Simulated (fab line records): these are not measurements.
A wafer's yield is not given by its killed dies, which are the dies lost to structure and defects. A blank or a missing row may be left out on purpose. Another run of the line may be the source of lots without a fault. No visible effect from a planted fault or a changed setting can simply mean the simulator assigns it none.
Matching of chambers | flow nandHarc | NHARC_A_CHANNEL_HOLE_D1_DESCUM_15 on rieDiel-09: 3 sister chambers
The step chemistry O2, time 3 s. 16 wafers are shown with their chamber, then 6 later ones without.

WAFERS, EACH WITH ITS CHAMBER
wafer  | chamber | drypumpMotorCurrentA (A) | showerheadPlenumPTorr (Torr) | o2FlowSccm (sccm)
L879.1 | 0       | 5.3                      | 2.00                         | 199.6
L879.3 | 1       | 6.6                      | 1.98                         | 200.2
L879.6 | 3       | 5.5                      | 2.03                         | 200.7
L880.3 | 3       | 5.5                      | 2.02                         | 200.6
L880.4 | 0       | 5.3                      | 2.00                         | 200.0
L880.5 | 0       | 5.3                      | 2.00                         | 199.3
L883.1 | 3       | 5.5                      | 2.02                         | 200.5
L883.3 | 1       | 6.6                      | 1.98                         | 199.9
L883.5 | 0       | 5.3                      | 2.00                         | 199.7
L892.1 | 3       | 5.5                      | 2.02                         | 199.9
L892.3 | 0       | 5.3                      | 2.00                         | 199.1
L892.5 | 0       | 5.3                      | 2.00                         | 200.0
L893.1 | 1       | 6.6                      | 1.98                         | 199.2
L893.2 | 0       | 5.3                      | 2.00                         | 199.8
L893.6 | 3       | 5.5                      | 2.02                         | 199.7
L894.1 | 1       | 6.5                      | 1.98                         | 199.7

SIGNATURES (means of the wafers above)
reading               | chamber 0 | chamber 1 | chamber 3 | scatter within a chamber
drypumpMotorCurrentA  | 5.300     | 6.575     | 5.500     | 0.024
showerheadPlenumPTorr | 2.0000    | 1.9800    | 2.0220    | 0.00248
o2FlowSccm            | 199.643   | 199.750   | 200.280   | 0.396
Rule: a wafer's distance from a chamber is the root of the sum, over the readings, of the square of ((its reading less the chamber's mean) divided by the reading's scatter). The wafer belongs to the nearest chamber; if the next one is less than 2 further off, it can't be placed. The scatter: take each reading less its chamber's mean, square it, sum over the shown wafers, divide by the number of wafers less the number of chambers, and take the root.

WAFERS MISSING THEIR CHAMBER
wafer  | drypumpMotorCurrentA (A) | showerheadPlenumPTorr (Torr) | o2FlowSccm (sccm)
L894.2 | 5.5                      | 2.02                         | 199.7
L894.5 | 6.6                      | 1.98                         | 199.4
L896.3 | 5.5                      | 2.02                         | 199.5
L896.4 | 6.6                      | 1.98                         | 200.3
L902.1 | 6.6                      | 1.98                         | 200.4
L902.6 | 5.3                      | 2.00                         | 199.6

WHICH CHAMBER EACH ONE RAN IN
wafer  | from the rows above | in truth
L894.2 | 3                   | 3
L894.5 | 1                   | 1
L896.3 | 3                   | 3
L896.4 | 1                   | 1
L902.1 | 1                   | 1
L902.6 | 0                   | 0
Correctly placed: 6 of 6. Can't be placed from these rows: 0. Number placed wrongly: 0.
